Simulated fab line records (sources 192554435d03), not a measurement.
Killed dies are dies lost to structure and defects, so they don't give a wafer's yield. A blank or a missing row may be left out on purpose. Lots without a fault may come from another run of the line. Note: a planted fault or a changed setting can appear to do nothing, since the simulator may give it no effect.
Chamber matching -- flow n5-finfet -- 4 sister chambers for N5_BEOL_M10_CMP_52 on cmp-02
The step polishes, stops on SiCOH lowk, t overpolish 7 s, target thk 140 nm. 16 wafers are shown with their chamber, then 8 later ones without.

== WAFERS WITH THEIR CHAMBER ==
wafer,chamber,motor-current-A (A),barrier-field-endpoint-s (s)
L390.1,1,6.2,29.2
L390.3,0,6.8,29.3
L390.6,2,6.1,29.6
L391.1,0,6.8,28.7
L391.4,1,6.5,28.8
L391.5,0,6.9,29.3
L392.2,3,7.5,28.8
L392.3,1,6.0,28.6
L392.6,1,6.3,28.9
L393.3,2,6.2,28.7
L393.4,3,7.6,29.5
L393.6,1,6.4,29.0
L394.1,3,7.4,28.2
L394.3,1,6.7,28.8
L394.5,0,7.0,29.1
L395.1,0,7.1,28.7

SIGNATURES, as means of the wafers listed above
reading,chamber 0,chamber 1,chamber 2,chamber 3,scatter within a chamber
motor-current-A,6.920,6.350,6.150,7.500,0.18
barrier-field-endpoint-s,29.020,28.883,29.150,28.833,0.39
Rule: a wafer's distance from a chamber is the root of the sum, over the readings, of the square of ((its reading less the chamber's mean) divided by the reading's scatter). If the next closest chamber is less than 2 further off than the closest, the wafer can't be placed; otherwise it belongs to the closest. How the scatter is found: for the shown wafers, subtract from each reading the mean of its chamber, square and add these, divide the total by (wafers less chambers), then take the root.

== WAFERS WITH NO CHAMBER GIVEN ==
wafer,motor-current-A (A),barrier-field-endpoint-s (s)
L395.5,6.2,29.6
L395.6,6.7,29.2
L398.2,6.5,29.7
L398.3,6.7,29.5
L398.6,7.7,29.9
L411.1,7.0,29.8
L411.2,6.1,29.5
L411.4,6.4,29.8

== WHICH CHAMBER EACH WENT THROUGH ==
wafer,from the rows above,in truth
L395.5,can't be placed: 2 or 1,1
L395.6,can't be placed: 0 or 1 or 2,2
L398.2,can't be placed: 1 or 2 or 0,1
L398.3,can't be placed: 0 or 1 or 2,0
L398.6,can't be placed: 3 or 0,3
L411.1,can't be placed: 0 or 3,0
L411.2,can't be placed: 2 or 1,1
L411.4,can't be placed: 2 or 1 or 0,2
Correctly placed: 0 of 8. These rows do not allow placing 8 (true chamber among the candidates in 8). Placed wrongly: 0.
